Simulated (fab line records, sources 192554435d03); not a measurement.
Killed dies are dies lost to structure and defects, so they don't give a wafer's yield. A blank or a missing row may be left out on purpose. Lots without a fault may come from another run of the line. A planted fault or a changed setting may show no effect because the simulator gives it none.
Split-lot experiment | flow n5_finfet | 7 lots, 21 wafers read, on a route of 1938 steps

THE SPLIT
At N5_BEOL_M15_TRENCH_ETCH_34 (etches SiO2 in C4F8/O2/Ar, target depth 872.93 nm, time 199 s), the setting time_s was moved away from the recipe's 199 s on 7 of the 21 wafers read, by -19.2% to +17.2%. The other wafers ran this setting at the recipe's value.

FROM THE SPLIT TO THE READING: what the file shows between them, 7 steps
- N5_BEOL_M15_STRIP_36: strips in O2
- N5_BEOL_M15_ECD_47: material Cu, target thk 1860 nm
- N5_BEOL_M15_ANNEAL_48: time 90 s
- N5_BEOL_M15_CMP_49: polishes, stops on SiO2, t overpolish 4.9 s, target thk 850 nm
- N5_BEOL_M15_THK_MEAS_50: measures by xrf
- N5_BEOL_M15_PRE_CLEAN_52: time 15 s
- N5_BEOL_M15_DEP_53: deposits SiCN from 3MS/NH3, target thk 50 nm, time 17.8 s

THE READING
M15_RS, in ohm/sq, at N5_BEOL_M15_RS_MEAS_54 (measures by four-point-probe). Fault-free wafers of this fab line usually give 0.0214 ohm/sq, standard deviation 0.00033 ohm/sq.

wafer  | tool, chamber at the split | time_s as run, s | against the recipe | M15_RS, ohm/sq | against lot-mates on the recipe
L074.3 | rie_diel-02, 2             | 199              | recipe             | 0.0213         | -
L074.4 | rie_diel-02, 3             | 199              | recipe             | 0.0211         | -
L074.6 | rie_diel-02, 1             | 199              | recipe             | 0.0215         | -
L076.2 | rie_diel-05, 1             | 227              | +14.1%             | 0.0188         | no lot-mate on the recipe
L076.3 | rie_diel-05, 0             | 227              | +14.1%             | 0.0186         | no lot-mate on the recipe
L076.6 | rie_diel-05, 2             | 227              | +14.1%             | 0.0187         | no lot-mate on the recipe
L077.2 | rie_diel-06, 3             | 160.7            | -19.2%             | 0.0279         | +0.0063
L077.3 | rie_diel-06, 0             | 199              | recipe             | 0.0216         | -
L077.4 | rie_diel-06, 1             | 160.7            | -19.2%             | 0.0270         | +0.0054
L078.1 | rie_diel-06, 2             | 199              | recipe             | 0.0222         | -
L078.2 | rie_diel-06, 3             | 199              | recipe             | 0.0222         | -
L078.5 | rie_diel-06, 0             | 199              | recipe             | 0.0216         | -
L079.1 | rie_diel-06, 3             | 199              | recipe             | 0.0220         | -
L079.3 | rie_diel-06, 0             | 199              | recipe             | 0.0214         | -
L079.5 | rie_diel-06, 1             | 199              | recipe             | 0.0213         | -
L096.1 | rie_diel-02, 1             | 199              | recipe             | 0.0214         | -
L096.3 | rie_diel-02, 3             | 233.3            | +17.2%             | 0.0180         | -0.0034
L096.6 | rie_diel-02, 3             | 233.3            | +17.2%             | 0.0179         | -0.0035
L097.1 | rie_diel-06, 3             | 199              | recipe             | 0.0215         | -
L097.2 | rie_diel-06, 2             | 199              | recipe             | 0.0218         | -
L097.6 | rie_diel-06, 2             | 199              | recipe             | 0.0218         | -

THE FIT
A straight line over all 21 wafers: M15_RS changes by -0.000251 ohm/sq for each +1% of time_s; r = -0.98; the points scatter about the line by 0.00049 ohm/sq.
The same after taking each lot's own level away (the mean of its wafers on the recipe; 18 wafers): -0.000257 ohm/sq for each +1%; r = -0.98; scatter 0.00049 ohm/sq.
On that fit, the largest move of time_s shifts the reading by 0.0049 ohm/sq.
The lots' own levels span 0.02130 to 0.02200 ohm/sq, that is 2.1 times the standard deviation above.
So the lot-to-lot level changes the slope little: the two slopes agree.
Check: with one of the wafers moved furthest among these (-19.2%) left out of the fit, the line predicts +0.0046 ohm/sq for it against its lot-mates. It came out at +0.0063 ohm/sq against them.

THE WHOLE CHAIN: every reading that the file lists as answering this split, in the file's order
step                       | what it does                                                   | reading                                                                          | change (the file's fit)               | r (the file's)
N5_BEOL_M15_TRENCH_ETCH_34 | etches SiO2 in C4F8/O2/Ar, target depth 872.93 nm, time 199 s  | etch.depth_nm (the simulator's own value, which no gauge read)                   | +9.33 nm for each +1% of the setting  | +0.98
N5_BEOL_M15_TRENCH_ETCH_34 | etches SiO2 in C4F8/O2/Ar, target depth 872.93 nm, time 199 s  | coat_of_BEOL_M15_COAT_22.thk_nm (the simulator's own value, which no gauge read) | -1.96 nm for each +1% of the setting  | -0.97
N5_BEOL_M15_CMP_49         | polishes, stops on SiO2, t overpolish 4.9 s, target thk 850 nm | Cu_of_BEOL_M15_ECD_47.thk_nm (the simulator's own value, which no gauge read)    | +9.34 nm for each +1% of the setting  | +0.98
N5_BEOL_M15_THK_MEAS_50    | measures by xrf                                                | M15_THK                                                                          | +9.59 for each +1% of the setting     | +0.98
N5_BEOL_M15_RS_MEAS_54     | measures by four-point-probe                                   | M15_RS                                                                           | -0.000258 for each +1% of the setting | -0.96

THE FILE'S OWN FIT
M15_RS changes by -0.000258 ohm/sq for each +1% of time_s, r = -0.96.
